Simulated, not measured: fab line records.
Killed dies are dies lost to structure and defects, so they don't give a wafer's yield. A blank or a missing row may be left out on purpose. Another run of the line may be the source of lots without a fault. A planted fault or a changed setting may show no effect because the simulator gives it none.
Which tool is to blame? -- flow n5 finfet -- 57 wafers from 19 lots sampled at 6 of the route's 1938 steps

WHAT THE GAUGES READ, wafer by wafer
Not one reading of a measure or inspect step in the record can be checked against a usual standard deviation.

WHICH TOOL RAN EACH LOT (tool, then ch and the chambers of the sampled wafers, then the start)
lot,N5_BEOL_M8_ETCH_72,N5_BEOL_M8_ETCH_66,N5_BEOL_M8_VIA_ETCH_34,N5_BEOL_M8_STRIP_36,N5_BEOL_M8_ANNEAL_51,N5_BEOL_M9_ETCH_61
L074,"rie diel-04 ch 0,1,2, day 9 04:11","rie diel-04 ch 0,1,2, day 9 04:13","rie diel-04 ch 0,1,2, day 9 04:19","rie diel-04 ch 0,1,2, day 9 04:23","rtp anneal-02 ch 0, day 9 07:14","rie diel-03 ch 0,2,3, day 9 10:02"
L076,"rie diel-01 ch 0,1,2, day 9 14:13","rie diel-01 ch 0,1,2, day 9 14:16","rie diel-01 ch 0,1,2, day 9 14:22","rie diel-01 ch 0,1,2, day 9 14:25","rtp anneal-01 ch 0, day 9 18:04","rie diel-05 ch 0,1,3, day 9 20:46"
L075,"rie diel-01 ch 0,3, day 9 22:46","rie diel-01 ch 0,3, day 9 22:49","rie diel-01 ch 0,3, day 9 22:55","rie diel-01 ch 0,3, day 9 22:58","rtp anneal-02 ch 0, day 10 01:35","rie diel-03 ch 0,1,2, day 10 06:36"
L077,"rie diel-01 ch 1,2, day 10 08:50","rie diel-01 ch 1,2, day 10 08:52","rie diel-01 ch 1,2, day 10 08:58","rie diel-01 ch 1,2, day 10 09:01","rtp anneal-01 ch 0, day 10 13:04","rie diel-06 ch 0,1,3, day 10 16:54"
L078,"rie diel-01 ch 0,1,2, day 10 21:41","rie diel-01 ch 0,1,2, day 10 21:43","rie diel-01 ch 0,1,2, day 10 21:49","rie diel-01 ch 0,1,2, day 10 21:52","rtp anneal-01 ch 0, day 11 00:11","rie diel-05 ch 0,2,3, day 11 03:07"
L079,"rie diel-04 ch 0,3, day 11 07:16","rie diel-04 ch 0,3, day 11 07:18","rie diel-04 ch 0,3, day 11 07:24","rie diel-04 ch 0,3, day 11 07:27","rtp anneal-01 ch 0, day 11 09:30","rie diel-06 ch 2,3, day 11 13:16"
L080,"rie diel-02 ch 0,1,3, day 11 13:51","rie diel-02 ch 0,1,3, day 11 13:53","rie diel-02 ch 0,1,3, day 11 13:59","rie diel-02 ch 0,1,3, day 11 14:02","rtp anneal-02 ch 0, day 11 17:09","rie diel-05 ch 0,1,2, day 11 21:24"
L083,"rie diel-01 ch 1,3, day 11 21:02","rie diel-01 ch 1,3, day 11 21:05","rie diel-01 ch 1,3, day 11 21:11","rie diel-01 ch 1,3, day 11 21:14","rtp anneal-01 ch 0, day 12 00:45","rie diel-06 ch 0,2,3, day 12 04:08"
L081,"rie diel-02 ch 1,3, day 12 07:23","rie diel-02 ch 1,3, day 12 07:26","rie diel-02 ch 1,3, day 12 07:32","rie diel-02 ch 1,3, day 12 07:35","rtp anneal-01 ch 0, day 12 10:28","rie diel-06 ch 0,2,3, day 12 13:37"
L084,"rie diel-01 ch 2,3, day 12 17:55","rie diel-01 ch 2,3, day 12 17:57","rie diel-01 ch 2,3, day 12 18:04","rie diel-01 ch 2,3, day 12 18:07","rtp anneal-01 ch 0, day 12 20:27","rie diel-06 ch 0,1,2, day 12 22:53"
L089,"rie diel-01 ch 2,3, day 13 09:07","rie diel-01 ch 2,3, day 13 09:09","rie diel-01 ch 2,3, day 13 09:15","rie diel-01 ch 2,3, day 13 09:19","rtp anneal-02 ch 0, day 13 11:40","rie diel-03 ch 0,2, day 13 15:44"
L086,"rie diel-01 ch 0,3, day 13 09:31","rie diel-01 ch 0,3, day 13 09:33","rie diel-01 ch 0,3, day 13 09:39","rie diel-01 ch 0,3, day 13 09:43","rtp anneal-02 ch 0, day 13 12:31","rie diel-06 ch 0,1,3, day 13 15:59"
L088,"rie diel-02 ch 0,2,3, day 13 18:17","rie diel-02 ch 0,2,3, day 13 18:19","rie diel-02 ch 0,2,3, day 13 18:26","rie diel-02 ch 0,2,3, day 13 18:29","rtp anneal-01 ch 0, day 13 21:50","rie diel-06 ch 0,1,2, day 14 00:13"
L090,"rie diel-01 ch 0,1,2, day 14 01:19","rie diel-01 ch 0,1,2, day 14 01:21","rie diel-01 ch 0,1,2, day 14 01:27","rie diel-01 ch 0,1,2, day 14 01:30","rtp anneal-02 ch 0, day 14 03:04","rie diel-06 ch 0,2,3, day 14 05:35"
L092,"rie diel-02 ch 1,2, day 14 04:10","rie diel-02 ch 1,2, day 14 04:13","rie diel-02 ch 1,2, day 14 04:19","rie diel-02 ch 1,2, day 14 04:22","rtp anneal-01 ch 0, day 14 06:55","rie diel-05 ch 1,2,3, day 14 10:22"
L091,"rie diel-01 ch 0,1,3, day 14 11:12","rie diel-01 ch 0,1,3, day 14 11:15","rie diel-01 ch 0,1,3, day 14 11:21","rie diel-01 ch 0,1,3, day 14 11:24","rtp anneal-02 ch 0, day 14 14:01","rie diel-05 ch 1,3, day 14 16:46"
L095,"rie diel-04 ch 0,2, day 15 05:29","rie diel-04 ch 0,2, day 15 05:32","rie diel-04 ch 0,2, day 15 05:38","rie diel-04 ch 0,2, day 15 05:41","rtp anneal-01 ch 0, day 15 07:52","rie diel-03 ch 2,3, day 15 11:29"
L097,"rie diel-04 ch 0,2,3, day 15 15:50","rie diel-04 ch 0,2,3, day 15 15:53","rie diel-04 ch 0,2,3, day 15 15:59","rie diel-04 ch 0,2,3, day 15 16:02","rtp anneal-02 ch 0, day 15 19:36","rie diel-03 ch 1,2,3, day 16 00:10"
L096,"rie diel-04 ch 1,2,3, day 16 10:10","rie diel-04 ch 1,2,3, day 16 10:13","rie diel-04 ch 1,2,3, day 16 10:19","rie diel-04 ch 1,2,3, day 16 10:22","rtp anneal-02 ch 0, day 16 13:36","rie diel-05 ch 0,1,2, day 16 17:47"
- N5_BEOL_M8_ETCH_72: etches underlayer in N2/H2, target depth 6.5 nm, time 5.2 s.
- N5_BEOL_M8_ETCH_66: etches SOC in N2/H2, target depth 80 nm, overetch 16 nm, time 120 s.
- N5_BEOL_M8_VIA_ETCH_34: etches SiCOH lowk in C4F6/O2, target depth 125.5 nm, time 50.5 s.
- N5_BEOL_M8_STRIP_36: strips in N2/H2.
- N5_BEOL_M8_ANNEAL_51: time 90 s.
- N5_BEOL_M9_ETCH_61: etches SiARC in CF4, target depth 39 nm, time 65 s.

WHAT THE TOOLS THEMSELVES READ (means of the sampled wafers that have a number; where no wafer has one, the mark that the record gives instead)
N5_BEOL_M8_ETCH_72. Usual: drypump motor current A 5.5 A, standard deviation 0.38; etch rf on time s 5.18 s, standard deviation 0.077; oes product au 0.68 a.u., standard deviation 0.068; rf vpp V 524.7 V, standard deviation 2.4; showerhead plenum p Torr 2.57 Torr, standard deviation 0.076; throttle valve pct 17.82 %, standard deviation 0.18.
lot,tool,drypump motor current A (A),etch rf on time s (s),oes product au (a.u.),rf vpp V (V),showerhead plenum p Torr (Torr),throttle valve pct (%),flag
L074,rie diel-04,5.5,5.15,0.69,523.1,2.52,17.90,
L076,rie diel-01,5.8,5.15,0.68,527.8,2.66,17.74,
L075,rie diel-01,5.6,5.13,0.74,524.4,2.55,17.64,
L077,rie diel-01,6.0,5.19,0.63,526.4,2.63,17.85,
L078,rie diel-01,5.8,5.12,0.68,527.9,2.66,17.74,
L079,rie diel-04,5.7,5.19,0.62,523.0,2.52,17.90,
L080,rie diel-02,5.2,5.19,0.62,525.0,2.60,18.11,
L083,rie diel-01,5.8,5.20,0.67,522.9,2.52,17.78,
L081,rie diel-02,5.0,5.28,0.63,525.4,2.60,17.91,
L084,rie diel-01,5.8,5.25,0.71,524.0,2.54,17.67,
L089,rie diel-01,6.0,5.17,0.70,526.0,2.60,17.65,
L086,rie diel-01,5.6,5.23,0.70,523.6,2.54,17.69,
L088,rie diel-02,5.4,5.20,0.66,525.7,2.58,17.89,
L090,rie diel-01,5.8,5.15,0.74,527.9,2.65,17.61,
L092,rie diel-02,5.0,5.23,0.63,522.5,2.53,18.02,
L091,rie diel-01,5.6,5.18,0.74,525.7,2.58,17.67,
L095,rie diel-04,5.6,5.22,0.74,523.3,2.51,17.67,
L097,rie diel-04,5.6,5.20,0.71,523.4,2.53,17.80,
L096,rie diel-04,5.5,5.17,0.68,523.3,2.52,17.93,

N5_BEOL_M8_ETCH_66. Usual: drypump motor current A 5.5 A, standard deviation 0.38; oes product au 0.61 a.u., standard deviation 0.059; rf vpp V 524.8 V, standard deviation 2.3; showerhead plenum p Torr 2.57 Torr, standard deviation 0.076; throttle valve pct 17.78 %, standard deviation 0.18.
lot,tool,drypump motor current A (A),oes product au (a.u.),rf vpp V (V),showerhead plenum p Torr (Torr),throttle valve pct (%),flag
L074,rie diel-04,5.5,0.62,522.9,2.52,17.84,
L076,rie diel-01,5.7,0.61,528.3,2.66,17.69,
L075,rie diel-01,5.5,0.66,524.1,2.55,17.61,
L077,rie diel-01,5.9,0.56,526.8,2.63,17.82,
L078,rie diel-01,5.8,0.60,526.9,2.66,17.71,
L079,rie diel-04,5.7,0.57,523.6,2.52,17.86,
L080,rie diel-02,5.2,0.56,525.6,2.60,18.07,
L083,rie diel-01,5.8,0.60,523.9,2.52,17.73,
L081,rie diel-02,5.0,0.57,524.6,2.60,17.87,
L084,rie diel-01,5.8,0.64,523.9,2.54,17.62,
L089,rie diel-01,6.0,0.63,525.7,2.60,17.62,
L086,rie diel-01,5.6,0.63,523.4,2.54,17.64,
L088,rie diel-02,5.4,0.60,524.9,2.58,17.85,
L090,rie diel-01,5.8,0.67,527.1,2.65,17.59,
L092,rie diel-02,5.0,0.57,524.0,2.53,17.98,
L091,rie diel-01,5.6,0.66,524.6,2.58,17.62,
L095,rie diel-04,5.6,0.67,523.9,2.51,17.64,
L097,rie diel-04,5.6,0.64,523.4,2.53,17.75,
L096,rie diel-04,5.5,0.60,523.5,2.52,17.90,

N5_BEOL_M8_VIA_ETCH_34. Usual: for drypump motor current A, 5.5 A with a standard deviation of 0.38; for mfc ar sccm, 300.0 sccm with a standard deviation of 0.86; for oes_o_777_au, 0.80 a.u. with a standard deviation of 0.08; for oes product au, 0.80 a.u. with a standard deviation of 0.079; for rf vpp V, 667 V with a standard deviation of 10; for showerhead plenum p Torr, 2.88 Torr with a standard deviation of 0.083; for throttle valve pct, 20.86 % with a standard deviation of 0.16.
lot,tool,drypump motor current A (A),mfc ar sccm (sccm),oes_o_777_au (a.u.),oes product au (a.u.),rf vpp V (V),showerhead plenum p Torr (Torr),throttle valve pct (%),flag
L074,rie diel-04,5.5,300.2,0.82,0.81,655,2.82,20.91,
L076,rie diel-01,5.8,300.0,0.79,0.80,677,2.98,20.77,
L075,rie diel-01,5.6,300.0,0.85,0.86,666,2.84,20.70,
L077,rie diel-01,6.0,299.6,0.73,0.73,671,2.95,20.89,
L078,rie diel-01,5.7,299.9,0.78,0.78,677,2.97,20.79,
L079,rie diel-04,5.7,300.7,0.74,0.73,660,2.83,21.00,
L080,rie diel-02,5.2,299.0,0.74,0.73,668,2.90,21.11,
L083,rie diel-01,5.8,300.0,0.79,0.79,663,2.82,20.82,
L081,rie diel-02,5.0,300.6,0.74,0.73,668,2.91,21.00,
L084,rie diel-01,5.8,299.4,0.83,0.83,664,2.84,20.73,
L089,rie diel-01,6.0,299.0,0.82,0.83,670,2.91,20.73,
L086,rie diel-01,5.6,299.9,0.82,0.83,667,2.83,20.72,
L088,rie diel-02,5.4,299.9,0.79,0.78,672,2.88,20.91,
L090,rie diel-01,5.8,300.2,0.86,0.87,677,2.96,20.69,
L092,rie diel-02,5.0,300.3,0.75,0.74,670,2.84,21.09,
L091,rie diel-01,5.6,300.2,0.85,0.86,671,2.88,20.71,
L095,rie diel-04,5.6,300.3,0.89,0.87,658,2.81,20.78,
L097,rie diel-04,5.6,299.8,0.84,0.83,658,2.84,20.90,
L096,rie diel-04,5.5,300.6,0.80,0.79,654,2.83,20.97,

N5_BEOL_M8_STRIP_36. Usual: drypump motor current A 5.5 A, standard deviation 0.38; oes product au 0.80 a.u., standard deviation 0.08; rf vpp V 59.2 V, standard deviation 1.3; showerhead plenum p Torr 2.57 Torr, standard deviation 0.076; throttle valve pct 23.58 %, standard deviation 0.21.
lot,tool,drypump motor current A (A),oes product au (a.u.),rf vpp V (V),showerhead plenum p Torr (Torr),throttle valve pct (%),flag
L074,rie diel-04,5.5,0.82,60.6,2.52,23.69,
L076,rie diel-01,5.8,0.80,58.4,2.66,23.54,
L075,rie diel-01,5.6,0.86,59.5,2.54,23.40,
L077,rie diel-01,6.0,0.73,59.0,2.63,23.65,
L078,rie diel-01,5.8,0.78,58.2,2.65,23.54,
L079,rie diel-04,5.7,0.74,59.7,2.52,23.55,
L080,rie diel-02,5.1,0.73,59.7,2.59,23.83,
L083,rie diel-01,5.8,0.79,58.7,2.51,23.52,
L081,rie diel-02,5.0,0.74,58.8,2.60,23.56,
L084,rie diel-01,5.8,0.83,59.4,2.54,23.41,
L089,rie diel-01,6.0,0.83,59.2,2.60,23.42,
L086,rie diel-01,5.5,0.84,59.3,2.53,23.43,
L088,rie diel-02,5.4,0.78,60.3,2.57,23.65,
L090,rie diel-01,5.8,0.86,58.9,2.64,23.45,
L092,rie diel-02,4.9,0.74,59.3,2.53,23.73,
L091,rie diel-01,5.6,0.86,59.1,2.57,23.46,
L095,rie diel-04,5.6,0.88,57.9,2.50,23.39,
L097,rie diel-04,5.6,0.83,60.2,2.53,23.54,
L096,rie diel-04,5.5,0.79,59.1,2.52,23.76,

N5_BEOL_M8_ANNEAL_51. Usual: wafer_temp_C_max reads 226.4 (standard deviation 0.42).
lot,tool,wafer_temp_C_max,flag
L074,rtp anneal-02,227.0,
L076,rtp anneal-01,226.2,
L075,rtp anneal-02,226.9,
L077,rtp anneal-01,226.1,
L078,rtp anneal-01,226.1,
L079,rtp anneal-01,226.1,
L080,rtp anneal-02,226.6,
L083,rtp anneal-01,226.3,
L081,rtp anneal-01,226.2,
L084,rtp anneal-01,225.9,
L089,rtp anneal-02,226.7,
L086,rtp anneal-02,226.5,
L088,rtp anneal-01,226.2,
L090,rtp anneal-02,227.0,
L092,rtp anneal-01,225.8,
L091,rtp anneal-02,226.6,
L095,rtp anneal-01,226.1,
L097,rtp anneal-02,226.5,
L096,rtp anneal-02,226.7,

N5_BEOL_M9_ETCH_61. Usual: for drypump motor current A, 5.5 A with a standard deviation of 0.38; for etch rf on time s, 64.8 s with a standard deviation of 1.2; for mfc ar sccm, 100.0 sccm with a standard deviation of 0.3; for oes product au, 0.67 a.u. with a standard deviation of 0.069; for rf vpp V, 184.0 V with a standard deviation of 1; for showerhead plenum p Torr, 2.14 Torr with a standard deviation of 0.049; for throttle valve pct, 15.62 % with a standard deviation of 0.24.
lot,tool,drypump motor current A (A),etch rf on time s (s),mfc ar sccm (sccm),oes product au (a.u.),rf vpp V (V),showerhead plenum p Torr (Torr),throttle valve pct (%),flag
L074,rie diel-03,5.8,64.7,99.9,0.67,184.3,2.15,15.53,
L076,rie diel-05,5.1,66.1,100.2,0.65,184.4,2.12,15.56,
L075,rie diel-03,5.7,65.0,100.1,0.68,184.8,2.16,15.39,
L077,rie diel-06,5.4,65.0,100.3,0.73,185.1,2.17,15.58,
L078,rie diel-05,5.4,65.2,99.7,0.64,183.6,2.14,15.77,
L079,rie diel-06,5.4,63.1,99.9,0.76,183.4,2.12,15.57,
L080,rie diel-05,5.2,64.5,100.1,0.66,184.4,2.11,15.76,
L083,rie diel-06,5.4,64.1,100.3,0.68,183.5,2.12,15.71,
L081,rie diel-06,5.5,64.2,100.1,0.68,183.6,2.12,15.70,
L084,rie diel-06,5.7,64.5,100.3,0.67,184.8,2.18,15.69,
L089,rie diel-03,6.0,64.1,99.9,0.69,184.2,2.14,15.39,
L086,rie diel-06,5.4,64.8,100.0,0.71,184.5,2.16,15.62,
L088,rie diel-06,5.6,64.1,100.4,0.67,184.5,2.18,15.71,
L090,rie diel-06,5.4,64.6,99.9,0.67,183.4,2.11,15.74,
L092,rie diel-05,5.4,65.1,100.2,0.66,183.4,2.12,15.62,
L091,rie diel-05,5.2,66.3,99.9,0.64,183.2,2.12,15.46,
L095,rie diel-03,5.6,66.1,99.8,0.59,184.8,2.17,15.69,
L097,rie diel-03,5.4,65.6,100.2,0.61,184.1,2.16,15.67,
L096,rie diel-05,5.2,65.0,99.8,0.71,183.3,2.11,15.66,

THE ANSWER, worked out from the rows above alone
Rule: take the mean of a lot's wafers that have a number; if it is more than 3 standard deviations from the usual mean, the lot is off. A lot without any number at a reading at which 4 lots or more have one is off too. All remaining lots with rows at the step are treated as sound. The gauges are gone through in route order, then the tools' own readings, and for those a lot's mean is taken as printed above. The first step at which some lot is off is used, and at that step the reading that is off furthest; a lot without a number counts as furthest.
No lot is off at any reading shown: from this, nothing can be told.

WHAT WAS PUT IN BY THE SIMULATOR
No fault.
